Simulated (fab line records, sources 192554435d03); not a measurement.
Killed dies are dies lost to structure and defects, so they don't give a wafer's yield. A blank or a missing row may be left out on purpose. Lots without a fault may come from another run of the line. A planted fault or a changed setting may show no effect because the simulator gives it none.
Chamber matching | flow n5_finfet | N5_BEOL_M2_STRIP_36 on rie_diel-01: 4 sister chambers
The step strips in N2/H2. 4 wafers are shown with their chamber, then 11 later ones without.

WAFERS WITH THEIR CHAMBER
wafer  | chamber | showerhead_plenum_p_Torr (Torr)
L080.3 | 1       | 2.70
L084.3 | 0       | 2.55
L084.5 | 3       | 2.48
L087.4 | 2       | 2.70

WAFERS WITHOUT THEIR CHAMBER
wafer  | showerhead_plenum_p_Torr (Torr)
L087.5 | 2.69
L087.6 | 2.70
L093.2 | 2.47
L093.3 | 2.69
L093.4 | 2.69
L094.2 | 2.54
L094.4 | 2.69
L094.5 | 2.69
L097.1 | 2.68
L097.2 | 2.54
L097.5 | 2.68

WHICH CHAMBER EACH WENT THROUGH
wafer  | from the rows above     | in truth
L087.5 | can't be placed: 1 or 2 | 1
L087.6 | can't be placed: 1 or 2 | 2
L093.2 | 3                       | 3
L093.3 | can't be placed: 1 or 2 | 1
L093.4 | can't be placed: 1 or 2 | 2
L094.2 | 0                       | 0
L094.4 | can't be placed: 1 or 2 | 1
L094.5 | can't be placed: 1 or 2 | 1
L097.1 | can't be placed: 1 or 2 | 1
L097.2 | 0                       | 0
L097.5 | can't be placed: 1 or 2 | 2
Placed correctly: 3 of 11. Can't be placed from these rows: 8 (the true chamber is among the candidates in 8). Placed wrongly: 0.
How it was worked out, from the rows above alone: a wafer's distance from a chamber is the root of the sum, over the readings, of the square of ((its reading less the chamber's mean) divided by the reading's scatter). The wafer belongs to the nearest chamber; if the next one is less than 2 further off, it can't be placed. A chamber's mean is the mean of its shown wafers. The scatter: with one shown wafer a chamber, the root of the mean of the squares of how far each hidden wafer lies from its nearest shown one.
